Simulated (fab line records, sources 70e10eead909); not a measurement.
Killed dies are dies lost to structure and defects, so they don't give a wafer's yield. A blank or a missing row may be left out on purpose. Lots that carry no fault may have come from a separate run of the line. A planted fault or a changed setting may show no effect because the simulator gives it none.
fab line records	flow nandHarc
record lots=6	wafers=18	lastDay=34
route steps=1302 shown P_GATE@120 END@1302
lots with no fault: from the same line, run without faults
startH: start of the lot's first displayed wafer, in hours after the record's first day	waitH: how many hours have passed since the lot's step before this one	" as in the row above	L1.1+2: a row that stands for several wafers	- either no value or no given start	* or withheld: withheld	< > ~ a bound
route shown NAME@n: a module of which the file shows steps, and the number in the route of the first	usual: the fault-free wafers' mean and standard deviation	same: alike in all rows	chamber/n: place in a boat	sites: per-site readings	_std_site: the standard deviation of these	_edge_site: the outer-site mean with the inner-site mean subtracted	radiusMm: how far each site lies from the wafer's centre	mask NAME#n: copy n	behind: the tool/chamber that last shaped the wafer	hold: cause of the lot's hold/its duration in hours/its outcome	device: transistor that didn't switch, given as n, p or np	end of line: the same wafers' tests at the end of the route	step lacking rows: just its recipe	killed: dies lost to structure and defects at the first sort, not the wafer's yield	map: a wafer's dies, x killed, . not, _ none there
set.NAME: the setting as run; set.NAME@STEP: as run at that earlier step	model.NAME: the simulator's own value behind a step, which no gauge read
lots seen at some steps along the route; tables by step, rows by wafer
services: a tool's chamber out of use, with start hour (startH, from the record's first day; less than 0 if before it), hours out, and reason
## steps
# step NHARC_P_GATE_PEB_09
# recipe pebTempC=118	pebTimeS=85
# step NHARC_P_GATE_DEVELOP_10
# recipe timeS=70
# step NHARC_P_GATE_CD_MEAS_11
# recipe targetCdNm=1640	landingEnergyEv=500
# usual cdNm=1639.4/1.5
lot.wafer	tool	chamber	startH	waitH	cdNm
L986.1	cdSem-03	0	122.53	-	1641.3
L986.2	"	0	"	"	1639.9
L986.3	"	0	"	"	1639.1
L991.1	cdSem-01	0	169.71	-	1640.4
L991.4	"	0	"	"	1637.7
L991.5	"	0	"	"	1640.3
L997.1	cdSem-01	0	226.55	-	1640.1
L997.3	"	0	"	"	1638.3
L997.6	"	0	"	"	1640.4
L998.2	cdSem-01	0	244.14	-	1639.2
L998.3	"	0	"	"	1640.4
L998.6	"	0	"	"	1639.3
L100.2	cdSem-02	0	257.14	-	1642.6
L100.4	"	0	"	"	1638.9
L100.6	"	0	"	"	1638.8
L105.1	cdSem-02	0	310.04	-	1641.0
L105.2	"	0	"	"	1638.4
L105.6	"	0	"	"	1639.7
# step NHARC_P_GATE_HARDBAKE_12
# recipe tempC=125	timeS=80
# step NHARC_P_GATE_DESCUM_13
# recipe timeS=3	o2FlowSccm=200	arFlowSccm=0	biasPowerW=0	chemistry=O2
# usual drypumpMotorCurrentA=5.6/0.38	oesProductAu=0.997/0.0099	rfVppV=57.7/0.86	showerheadPlenumPTorr=1.92/0.07	throttleValvePct=11.311/0.0096
# same biasPowerW=0	timeS=3
lot.wafer	tool	chamber	startH	waitH	drypumpMotorCurrentA	oesProductAu	rfHoursCounterH	rfVppV	showerheadPlenumPTorr	throttleValvePct
L986.3	rieDiel-10	0	122.69	-	6.0	0.980	3.6	58.6	2.06	11.305
L986.2	"	1	"	"	5.5	0.992	3.9	58.8	1.91	11.313
L986.1	"	3	"	"	5.6	0.993	2.8	58.0	1.87	11.303
L991.4	rieDiel-10	1	169.89	-	5.5	1.004	7.0	58.1	1.90	11.305
L991.1	"	2	"	"	5.7	1.011	6.1	58.8	1.94	11.317
L991.5	"	3	"	"	5.6	0.983	-	56.8	1.87	11.305
L997.3	rieDiel-01	1	226.72	-	5.5	0.998	0.4	59.0	1.98	11.302
L997.1	"	3	"	"	5.1	0.993	0.5	56.0	1.84	11.302
L997.6	"	0	"	"	4.9	1.003	-	57.7	1.86	11.297
L998.2	rieDiel-01	1	244.31	-	5.5	0.996	2.2	57.6	1.97	11.315
L998.3	"	3	"	"	5.1	0.993	2.1	57.7	1.84	11.301
L998.6	"	1	"	"	5.5	0.987	-	57.0	1.97	11.305
L100.2	rieDiel-10	2	257.30	-	5.8	1.008	0.0	57.9	1.94	11.306
L100.4	"	0	"	"	6.0	1.001	0.0	59.3	2.06	11.306
L100.6	"	3	"	"	5.6	1.009	-	58.4	1.87	11.303
L105.1	rieDiel-10	0	310.23	-	6.0	0.995	2.1	59.0	2.06	11.312
L105.2	"	1	"	"	5.5	0.993	2.3	56.3	1.90	11.300
L105.6	"	3	"	"	5.6	1.010	-	56.8	1.87	11.307
# step NHARC_P_GATE_ETCH_14
# recipe targetDepthA=488	chemistry=dHF	material=SiO2
# step NHARC_P_GATE_STRIP_15
# recipe timeS=780	tempC=130	chemistry=SPM
# step NHARC_P_GATE_PRECLEAN_71
# recipe timeS=*	tempC=50	bathAgeMin=0	chemistry=SC1
# step NHARC_P_GATE_SRD_72
# step NHARC_P_GATE_OXIDE_16
# recipe targetThkA=30	tempC=875	oxTimeS=392	material=SiO2
# step NHARC_P_GATE_CVD_17
# recipe targetThkA=1500	tempC=620	timeS=900	material=poly-Si
# step NHARC_P_GATE_HM_DEP_102
# recipe targetThkA=1200	tempC=400	material=aC
# usual susceptorTempC=399.97/0.25	throttleValvePct=35.000/0.0093
lot.wafer	tool	chamber	startH	waitH	susceptorTempC	throttleValvePct
L986.1	aclDep-01	0	138.42	3.3	399.92	35.000
L986.2	"	0	"	"	399.61	35.002
L986.3	"	0	"	"	399.59	35.001
L991.1	aclDep-01	0	182.15	0.4	400.28	34.993
L991.4	"	0	"	"	399.50	35.017
L991.5	"	0	"	"	399.94	34.990
L997.1	aclDep-03	0	243.31	4.5	-	35.004
L997.3	"	0	"	"	-	34.986
L997.6	"	0	"	"	-	34.995
L998.2	aclDep-02	0	259.96	3.6	400.13	34.983
L998.3	"	0	"	"	400.05	35.008
L998.6	"	0	"	"	399.80	34.996
L100.2	aclDep-01	0	271.25	2.1	400.10	35.002
L100.4	"	0	"	"	399.77	34.998
L100.6	"	0	"	"	400.11	35.000
L105.1	aclDep-03	0	331.30	6.6	399.75	35.005
L105.2	"	0	"	"	399.71	34.991
L105.6	"	0	"	"	399.66	34.994
# step NHARC_P_GATE_DEP_103
# recipe targetThkA=300	targetThkNm=30	tempC=400	flowSccm=200	rfW=350	material=SiON
# usual heaterPowerW=727/96	rfFwdPowerW=348.5/1.1	susceptorTempC=400.00/0.2
lot.wafer	tool	chamber	startH	waitH	heaterPowerW	rfFwdPowerW	susceptorTempC
L986.3	pecvd-04	1	139.13	0.4	676	348.6	400.29
L986.2	"	2	"	"	789	347.9	399.99
L986.1	"	0	"	"	791	347.8	400.26
L991.1	pecvd-02	2	182.87	0.6	617	351.3	400.37
L991.5	"	0	"	"	599	346.9	400.24
L991.4	"	1	"	"	727	349.2	400.11
L997.1	pecvd-02	2	243.97	0.6	623	348.5	400.44
L997.3	"	1	"	"	879	348.2	400.06
L997.6	"	1	"	"	879	348.1	399.83
L998.2	pecvd-02	2	260.55	0.5	576	348.5	400.37
L998.3	"	0	"	"	600	346.8	399.98
L998.6	"	2	"	"	568	350.5	399.93
L100.2	pecvd-01	0	272.10	0.7	593	346.9	399.97
L100.6	"	1	"	"	909	350.4	399.92
L100.4	"	2	"	"	742	348.4	399.83
L105.2	pecvd-04	2	331.99	0.5	844	347.8	400.36
L105.1	"	0	"	"	741	347.4	400.55
L105.6	"	2	"	"	814	349.1	400.24
# step NHARC_P_GATE_DEHYDRATE_18
# recipe tempC=150	timeS=120
# step NHARC_P_GATE_HMDS_19
# recipe timeS=30
# step NHARC_P_GATE_COAT_20
# recipe spinRpm=1500	resistThkNm=90
# step NHARC_P_GATE_SOFTBAKE_21
# recipe tempC=105	timeS=55
# step NHARC_P_GATE_EBR_22
# step NHARC_P_GATE_EXPOSE_23
# recipe na=1.35	targetCdNm=120	doseMj=93.91	maskId=P_GATE
# step NHARC_P_GATE_PEB_24
# recipe pebTempC=100	pebTimeS=65
# step NHARC_P_GATE_DEVELOP_25
# recipe developTimeS=35	devTempC=23
# step NHARC_P_GATE_CD_MEAS_26
# recipe targetCdNm=120	landingEnergyEv=500
# usual cdNm=120.0/0.73
lot.wafer	tool	chamber	startH	waitH	cdNm
L986.1	cdSem-03	0	139.80	-	120.1
L986.2	"	0	"	"	118.9
L986.3	"	0	"	"	119.0
L991.1	cdSem-03	0	183.49	-	119.9
L991.4	"	0	"	"	118.5
L991.5	"	0	"	"	119.4
L997.1	cdSem-02	0	244.52	-	120.0
L997.3	"	0	"	"	120.9
L997.6	"	0	"	"	120.1
L998.2	cdSem-02	0	261.20	-	120.7
L998.3	"	0	"	"	120.2
L998.6	"	0	"	"	120.1
L100.2	cdSem-01	0	272.77	-	120.2
L100.4	"	0	"	"	120.5
L100.6	"	0	"	"	121.3
L105.1	cdSem-01	0	332.67	-	119.9
L105.2	"	0	"	"	120.2
L105.6	"	0	"	"	119.9
# step NHARC_P_GATE_OVL_MEAS_27
# usual overlayXNm=0.0/0.83	overlayYNm=0.2/0.89
lot.wafer	tool	chamber	startH	waitH	overlayXNm	overlayYNm
L986.1	overlay-02	-	139.89	-	-0.4	-0.1
L986.2	"	-	"	"	0.0	-0.3
L986.3	"	-	"	"	0.5	-0.6
L991.1	overlay-01	-	183.58	-	0.3	-1.5
L991.4	"	-	"	"	-0.3	-1.1
L991.5	"	-	"	"	0.1	-1.3
L997.1	overlay-01	-	244.61	-	1.7	-0.3
L997.3	"	-	"	"	1.3	-1.0
L997.6	"	-	"	"	1.1	-0.9
L998.2	overlay-01	-	261.28	-	0.2	1.6
L998.3	"	-	"	"	0.4	1.4
L998.6	"	-	"	"	0.0	1.3
L100.2	overlay-02	-	272.86	-	1.3	-0.3
L100.4	"	-	"	"	1.2	0.3
L100.6	"	-	"	"	1.4	-0.4
L105.1	overlay-02	-	332.75	-	-1.4	0.1
L105.2	"	-	"	"	-1.4	0.6
L105.6	"	-	"	"	-2.2	1.0
# step NHARC_P_GATE_INSPECT_28
# usual rawDefectCount=5.7/2.8
lot.wafer	tool	chamber	startH	waitH	rawDefectCount
L986.1	defectInspect-02	-	139.93	0.0	6
L986.2	"	-	"	"	7
L986.3	"	-	"	"	8
L991.1	defectInspect-02	-	183.62	0.0	6
L991.4	"	-	"	"	6
L991.5	"	-	"	"	6
L997.1	defectInspect-02	-	244.65	0.0	723
L997.3	"	-	"	"	690
L997.6	"	-	"	"	709
L998.2	defectInspect-02	-	261.32	0.0	682
L998.3	"	-	"	"	661
L998.6	"	-	"	"	712
L100.2	defectInspect-01	-	272.89	0.0	10
L100.4	"	-	"	"	12
L100.6	"	-	"	"	10
L105.1	defectInspect-01	-	332.79	0.0	5
L105.2	"	-	"	"	8
L105.6	"	-	"	"	8
# step NHARC_P_GATE_DESCUM_31
# recipe timeS=3	o2FlowSccm=200	arFlowSccm=0	biasPowerW=0	chemistry=O2
# step NHARC_P_GATE_ETCH_104
# recipe targetDepthA=600	timeS=withheld	cf4FlowSccm=100	chf3FlowSccm=30	arFlowSccm=0	rfW=500	biasW=200	chemistry=CF4/CHF3
# step NHARC_P_GATE_HM_OPEN_105
# recipe targetDepthA=3600	o2FlowSccm=400	cosFlowSccm=20	arFlowSccm=0	rfW=500	biasW=300	chemistry=O2/COS
# step NHARC_P_GATE_STRIP_106
# recipe o2FlowSccm=400	cosFlowSccm=20	arFlowSccm=0	biasW=0	chemistry=O2/COS
# step NHARC_P_GATE_ETCH_114
# recipe targetDepthA=300	overetchA=30	timeS=16.5	ionEnergyEv=100	cf4FlowSccm=80	o2FlowSccm=20	arFlowSccm=0	rfW=300	biasW=100	chemistry=CF4/O2
# step NHARC_P_GATE_ETCH_32
# recipe targetDepthA=1500	overEtchFrac=1	overEtchIonEnergyEv=40	timeS=100.1	hbrFlowSccm=150	cl2FlowSccm=50	rfW=400	icpW=400	biasW=100	chemistry=HBr/Cl2
# step NHARC_P_GATE_STRIP_108
# recipe o2FlowSccm=500	arFlowSccm=0	biasW=0	chemistry=O2
# usual drypumpMotorCurrentA=5.6/0.42	oesProductAu=0.998/0.0095	rfVppV=57.8/0.97	showerheadPlenumPTorr=3.53/0.12	throttleValvePct=17.036/0.009
lot.wafer	tool	chamber	startH	waitH	drypumpMotorCurrentA	oesProductAu	rfHoursCounterH	rfVppV	showerheadPlenumPTorr	throttleValvePct
L986.2	rieDiel-01	2	140.62	-	6.0	1.013	4.3	57.6	3.45	17.023
L986.3	"	3	"	"	5.1	0.992	5.2	56.5	3.41	17.038
L986.1	"	0	"	"	5.0	1.016	5.3	56.2	3.44	17.033
L991.1	rieDiel-03	0	184.30	-	5.4	0.992	3.8	58.6	3.64	17.029
L991.4	"	3	"	"	6.1	1.005	3.8	57.5	3.34	17.035
L991.5	"	0	"	"	5.4	0.992	-	58.4	3.64	17.037
L997.1	rieDiel-01	3	245.38	-	5.1	1.000	2.2	56.9	3.40	17.045
L997.3	"	1	"	"	5.5	0.998	2.3	55.7	3.63	17.040
L997.6	"	3	"	"	5.1	0.996	-	57.5	3.40	17.021
L998.2	rieDiel-01	3	262.02	-	5.1	0.994	2.5	57.6	3.40	17.035
L998.3	"	0	"	"	4.9	1.005	2.0	56.8	3.44	17.048
L998.6	"	2	"	"	6.0	0.986	-	59.6	3.45	17.035
L100.2	rieDiel-01	1	273.59	-	5.5	0.991	2.9	59.2	3.63	17.041
L100.4	"	3	"	"	5.1	0.988	2.8	58.1	3.40	17.022
L100.6	"	0	"	"	5.0	0.998	-	56.6	3.44	17.027
L105.2	rieDiel-03	3	333.50	-	6.1	1.000	2.6	58.1	3.33	17.036
L105.1	"	0	"	"	5.4	0.990	2.2	57.6	3.64	17.023
L105.6	"	1	"	"	6.1	1.008	-	59.8	3.62	17.043
# step NHARC_P_GATE_CD_MEAS_33
# usual cdNm=120.2/2.3
lot.wafer	tool	chamber	startH	waitH	cdNm
L986.1	cdSem-01	-	140.79	-	122.0
L986.2	"	-	"	"	118.3
L986.3	"	-	"	"	117.5
L991.1	cdSem-01	-	184.47	-	122.0
L991.4	"	-	"	"	116.8
L991.5	"	-	"	"	119.7
L997.1	cdSem-03	-	245.54	-	122.9
L997.3	"	-	"	"	118.3
L997.6	"	-	"	"	118.7
L998.2	cdSem-03	-	262.18	-	116.4
L998.3	"	-	"	"	123.7
L998.6	"	-	"	"	122.3
L100.2	cdSem-02	-	273.76	-	117.3
L100.4	"	-	"	"	120.9
L100.6	"	-	"	"	124.8
L105.1	cdSem-02	-	333.64	-	123.2
L105.2	"	-	"	"	119.4
L105.6	"	-	"	"	120.7
# step NHARC_P_GATE_STRIP_35
# recipe timeS=600	tempC=130	chemistry=SPM
# step NHARC_P_GATE_PRECLEAN_73
# recipe timeS=*	tempC=50	bathAgeMin=0	chemistry=SC1
# step NHARC_P_GATE_SRD_74
# step NHARC_P_GATE_ALD_36
# recipe targetThkA=200	pulseTimeS=60	aldCycles=223	tempC=400	material=SiNx
# usual heaterPowerW=827/76	precursorPulseHeightRel=1.003/0.021	susceptorTempC=400.02/0.19
lot.wafer	tool	chamber	startH	waitH	heaterPowerW	precursorPulseHeightRel	susceptorTempC
L986.2	aldSin-04	3	141.24	-	876	1.014	-
L986.3	"	0	142.28	-	826	0.969	-
L986.1	"	2	144.34	-	714	0.994	-
L991.1	aldSin-03	0	186.00	-	751	1.010	399.96
L991.4	"	1	187.06	-	913	0.984	400.22
L991.5	"	3	189.17	-	766	1.013	399.76
L997.1	aldSin-01	2	248.12	-	911	0.976	400.08
L997.3	"	3	249.18	-	886	0.986	399.73
L997.6	"	0	250.24	-	818	1.003	400.09
L998.2	aldSin-04	0	264.03	-	827	1.024	399.89
L998.3	"	1	265.42	-	832	0.988	400.23
L998.6	"	2	266.81	-	714	1.018	400.02
L100.2	aldSin-03	1	275.24	-	936	0.997	-
L100.4	"	2	276.28	-	692	1.038	-
L100.6	"	0	278.34	-	753	1.009	-
L105.2	aldSin-01	2	334.10	-	894	0.988	400.06
L105.1	"	0	336.20	-	848	1.008	399.90
L105.6	"	2	338.30	-	917	1.015	400.14
# step NHARC_P_GATE_ETCHBACK_37
# recipe targetDepthA=345	timeS=17.2	chf3FlowSccm=50	o2FlowSccm=10	arFlowSccm=200	rfW=500	biasW=200	chemistry=CHF3/O2
# step NHARC_P_GATE_STRIP_101
# recipe timeS=20	o2FlowSccm=500	arFlowSccm=0	biasW=0	chemistry=O2
# usual drypumpMotorCurrentA=5.6/0.37	oesProductAu=0.998/0.01	rfVppV=57.9/0.94	showerheadPlenumPTorr=3.55/0.12	throttleValvePct=17.037/0.0092
# same timeS=20
lot.wafer	tool	chamber	startH	waitH	drypumpMotorCurrentA	oesProductAu	rfHoursCounterH	rfVppV	showerheadPlenumPTorr	throttleValvePct
L986.2	rieDiel-10	1	150.71	0.1	5.5	0.995	5	57.3	3.52	17.035
L986.3	"	2	"	"	5.8	1.008	5	58.6	3.57	17.024
L986.1	"	3	"	"	5.6	0.984	4	59.9	3.46	17.027
L991.1	rieDiel-03	1	194.56	0.1	6.1	0.971	5	59.5	3.63	17.024
L991.4	"	2	"	"	4.9	0.990	5	58.7	3.62	17.051
L991.5	"	1	"	"	6.1	0.984	-	58.2	3.63	17.048
L997.3	rieDiel-10	2	255.63	0.1	5.8	1.006	0	57.9	3.57	17.042
L997.1	"	3	"	"	5.6	1.005	0	58.1	3.46	17.022
L997.6	"	2	"	"	5.8	1.013	-	59.1	3.57	17.039
L998.3	rieDiel-03	1	274.26	0.1	6.1	0.975	12	57.9	3.63	17.048
L998.2	"	0	"	"	5.4	0.994	12	56.7	3.64	17.020
L998.6	"	2	"	"	5.0	0.988	-	59.8	3.61	17.049
L100.2	rieDiel-01	3	283.67	0.1	5.1	1.009	3	56.1	3.40	17.039
L100.4	"	0	"	"	4.9	1.014	3	57.3	3.44	17.027
L100.6	"	3	"	"	5.1	0.994	-	56.7	3.40	17.042
L105.1	rieDiel-01	2	343.66	0.1	6.0	1.017	8	58.4	3.45	17.035
L105.2	"	3	"	"	5.1	1.009	7	57.1	3.40	17.040
L105.6	"	1	"	"	5.5	0.995	-	57.8	3.63	17.042
# step NHARC_P_GATE_PRECLEAN_97
# recipe timeS=600	tempC=120	chemistry=SPM
# step NHARC_P_GATE_SRD_98
# step NHARC_P_GATE_PRECLEAN_99
# recipe timeS=*	tempC=50	bathAgeMin=0	chemistry=SC1
# step NHARC_P_GATE_SRD_100
# step NHARC_P_GATE_INSPECT_68
# usual rawDefectCount=188/70
lot.wafer	tool	chamber	startH	waitH	rawDefectCount
L986.1	defectInspect-02	-	158.25	0.2	215
L986.2	"	-	"	"	119
L986.3	"	-	"	"	123
L991.1	defectInspect-01	-	201.99	0.2	273
L991.4	"	-	"	"	270
L991.5	"	-	"	"	299
L997.1	defectInspect-02	-	262.97	0.2	865
L997.3	"	-	"	"	807
L997.6	"	-	"	"	856
L998.2	defectInspect-01	-	281.49	0.1	924
L998.3	"	-	"	"	802
L998.6	"	-	"	"	877
L100.2	defectInspect-02	-	291.03	0.1	107
L100.4	"	-	"	"	137
L100.6	"	-	"	"	116
L105.1	defectInspect-01	-	351.19	0.2	218
L105.2	"	-	"	"	256
L105.6	"	-	"	"	149
# step NHARC_END_SORT_01
# recipe tempC=25
# usual killedAtArray=53/18	killedAtOther=1.0/1.2	killedAtPeriphery=3.6/2.4	killedDies=58/18	killedOpen=3.4/1.8	killedShort=2.3/1.5
# same grossDies=677
lot.wafer	tool	chamber	startH	waitH	killedAtArray	killedAtOther	killedAtPeriphery	killedDies	killedOpen	killedShort
L997.1	prober-02	0	716.93	2.5	48	0	97	145	3	1
L997.3	prober-02	0	718.53	3.1	51	0	97	148	4	1
L997.6	prober-02	0	720.93	4.0	55	1	105	161	4	3
L998.2	prober-01	0	733.74	2.8	36	1	92	129	1	2
L998.3	prober-01	0	734.56	3.1	35	2	50	87	1	0
L998.6	prober-01	0	737.01	4.1	28	2	91	121	2	0
# killed by level:class
L997.1 P_GATE:unspecified=92 A_CHANNEL_HOLE_D1:chamberFilmFlake=22 A_CHANNEL_HOLE_D2:chamberFilmFlake=11 A_SLIT:chamberFilmFlake=5 A_STAIRCASE:chamberFilmFlake=4 P_M0:geometricParticle:short=1 A_ONON_D1:geometricParticle:open=1 A_CHANNEL_FILL_D2:geometricParticle:open=1
L997.3 P_GATE:unspecified=91 A_CHANNEL_HOLE_D1:chamberFilmFlake=18 A_CHANNEL_HOLE_D2:chamberFilmFlake=13 A_SLIT:chamberFilmFlake=9 P_CONTACT:chamberFilmFlake=3 P_ZERO_WELL:chamberFilmFlake=2 A_CHANNEL_FILL_D1:geometricParticle:open=1 A_DECK1_JOINT:geometricParticle:open=1
L997.6 P_GATE:unspecified=97 A_CHANNEL_HOLE_D1:chamberFilmFlake=22 A_CHANNEL_HOLE_D2:chamberFilmFlake=14 A_SLIT:chamberFilmFlake=6 P_CONTACT:chamberFilmFlake=5 P_GATE:chamberFilmFlake=2 A_CHANNEL_FILL_D2:chamberFilmFlake=2 A_STAIRCASE:chamberFilmFlake=2
L998.2 P_GATE:unspecified=90 A_SLIT:chamberFilmFlake=20 A_CHANNEL_HOLE_D1:chamberFilmFlake=5 A_CHANNEL_FILL_D2:chamberFilmFlake=3 A_CHANNEL_FILL_D1:chamberFilmFlake=2 A_CONTACT:chamberFilmFlake=2 A_CHANNEL_HOLE_D1:geometricParticle:short=1 A_DECK1_JOINT:geometricParticle:open=1
L998.3 P_GATE:unspecified=49 A_SLIT:chamberFilmFlake=20 A_CHANNEL_HOLE_D1:chamberFilmFlake=4 A_CHANNEL_FILL_D2:chamberFilmFlake=3 A_CONTACT:chamberFilmFlake=3 A_STAIRCASE:chamberFilmFlake=2 THIN_TSV:chamberFilmFlake=2 P_M0:geometricParticle:open=1
L998.6 P_GATE:unspecified=91 A_SLIT:chamberFilmFlake=11 A_CHANNEL_HOLE_D1:chamberFilmFlake=5 A_CHANNEL_FILL_D2:chamberFilmFlake=5 A_CONTACT:chamberFilmFlake=3 THIN_TSV:chamberFilmFlake=2 A_CHANNEL_HOLE_D2:geometricParticle:open=1 A_CHANNEL_FILL_D2:geometricParticle:open=1
# map L997.6 (x killed, . not)
____________.____________
_________x..xxx._________
_______.......xxxx_______
______.......x..xxx______
_____.......x...xx.._____
____..........xxx.x..____
____...........x.x...____
___....x....x..xx.....___
___...........x.......___
__...xxxx..x....x......__
__......x...........x..__
_...........x.x........._
_....................x.._
_.........x..x........x._
_......................._
_..............x...x...._
...........xx....x..x....
x...x....xx.xx...........
........xxxxxxx..........
......xxxxxxx.x..........
........xxxxxxx..........
_......xxxxxxxx........._
_......xxxxxxxxx........_
_.......xxxxxxx.x...x..._
_.....x.xxxxxxxx........_
_....x.xxxxxxxxx........_
__......xxxxxxxx.....x.__
__.....xxxxxxxx........__
___..x...xxxxx.x.....x___
___.....x...x....xx.xx___
____..x..........xxxx____
____......x......x.xx____
_____............x.._____
______............x______
_______..........._______
_________......._________
____________.____________
# map L998.2 (x killed, . not)
____________.____________
_________......._________
_______....x......_______
______.............______
_____..............._____
____.................____
____.................____
___...................___
___...................___
__................x....__
__................x.x..__
_..................x...._
_......................._
_..................x...._
_......................._
_.................x....x_
..................xxx..x.
.................x.xxx...
......x.........xxxxx....
...............xxxxxxx...
..x.........xxxxxxxxxx...
_x............xxxxxxxx.._
_..x..........xxxxxxx..._
_x............xxxxxxxxx._
_xxx.........xxxxxxxxx.x_
_xxx..x........xxxxxxx.._
__.xx.........xxxxxxxx.__
__xxx..........xxxxxx.x__
___x.............xxx.x___
___xx...........xxxxx.___
____..x........x.x...____
____..............x.x____
_____..............._____
______.............______
_______..........x_______
_________......._________
____________.____________
## services
tool	chamber	startH	hours	kind
aldSin-01	2	100.33	5.7	repair
rieDiel-03	-	104.30	9.0	pm
pecvd-04	-	105.42	1.0	repair
aldSin-04	-	120.96	0.5	repair
aclDep-03	-	121.36	13.0	pm
pecvd-04	-	133.32	1.2	repair
aldSin-03	-	133.58	0.4	repair
aldSin-01	-	161.01	2.2	repair
aldSin-01	0	165.71	9.6	repair
aldSin-03	-	170.00	10.0	pm
aclDep-01	-	191.53	13.0	pm
pecvd-02	-	197.18	0.3	repair
rieDiel-01	-	203.88	9.0	pm
rieDiel-10	1	208.56	10.6	repair
rieDiel-01	0	216.30	5.2	repair
rieDiel-10	1	221.55	2.7	repair
pecvd-02	-	227.18	13.0	pm
rieDiel-10	-	242.77	9.0	pm
pecvd-02	-	255.68	1.0	repair
rieDiel-03	-	281.30	9.0	pm
rieDiel-03	3	291.79	10.1	repair
rieDiel-01	0	296.60	7.8	repair
pecvd-02	-	311.24	1.2	repair
rieDiel-10	1	318.84	3.5	repair
## key
firstSign step=NHARC_P_GATE_INSPECT_28	reading=rawDefectCount	direction=up	sigmas=99+	usual=5.7	struck=696.2
effect step=NHARC_P_GATE_INSPECT_68	reading=rawDefectCount	direction=up	sigmas=9.6	usual=188	struck=855
effect step=NHARC_END_SORT_01	reading=killedAtPeriphery	direction=up	sigmas=35	usual=3.6	struck=88.7
moreKillsBornAt NHARC_P_GATE_DEP_103@pecvd-02=510
metAt NHARC_P_GATE_DEP_103
struckWafers L997.1,L997.3,L997.6,L998.2,L998.3,L998.6
testerLeftOut L997,L998
onsetBetween 182.87 243.97
alsoFits NHARC_P_GATE_DESCUM_13:rieDiel-01
fault kind=chamberParticleSource	tool=pecvd-02	chamber=-	onsetH=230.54	steps=NHARC_P_GATE_DEP_103	ratePerVisitCm2=1.1065	endH=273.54
# testerLeftOut: of these lots the tester's yield and bins aren't shown, on N5 and GAA mostly nor the transistor test; their killed dies are dies lost to structure and defects alone, not to doping, threshold or leakage, so they don't give the yield
